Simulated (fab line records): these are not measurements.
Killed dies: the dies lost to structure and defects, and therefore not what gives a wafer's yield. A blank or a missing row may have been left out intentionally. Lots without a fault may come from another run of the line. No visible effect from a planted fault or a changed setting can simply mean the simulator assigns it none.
Matching of chambers | flow n5-finfet | N5_BEOL_M4_PRE_CLEAN_60 on cvd-co-01 has 3 sister chambers
The step time 15 s. 6 wafers are shown with their chamber, then 6 later ones without.

== WAFERS PAIRED WITH THEIR CHAMBERS ==
wafer  | chamber | heater-power-w (W)
L370.4 | 0       | 84
L374.3 | 1       | 114
L374.6 | 2       | 89
L375.1 | 1       | 114
L375.4 | 0       | 84
L375.5 | 2       | 92

== WAFERS WHOSE CHAMBER IS MISSING ==
wafer  | heater-power-w (W)
L377.2 | 90
L377.4 | 90
L377.6 | 114
L378.1 | 90
L378.2 | 114
L378.6 | 91

== WHICH CHAMBER EACH WENT THROUGH ==
wafer  | from the rows above | in truth
L377.2 | 2                   | 2
L377.4 | 2                   | 2
L377.6 | 1                   | 1
L378.1 | 2                   | 2
L378.2 | 1                   | 1
L378.6 | 2                   | 2
Correctly placed: 6 of 6. From these rows, 0 cannot be placed. Number placed wrongly: 0.
How it was worked out, from the rows above alone: a wafer's distance from a chamber is the root of the sum, over the readings, of the square of ((its reading less the chamber's mean) divided by the reading's scatter). The wafer belongs to the nearest chamber; if the next one is less than 2 further off, it can't be placed. The mean given for a chamber averages the wafers shown for that chamber. The scatter: take each reading less its chamber's mean, square it, sum over the shown wafers, divide by the number of wafers less the number of chambers, and take the root.
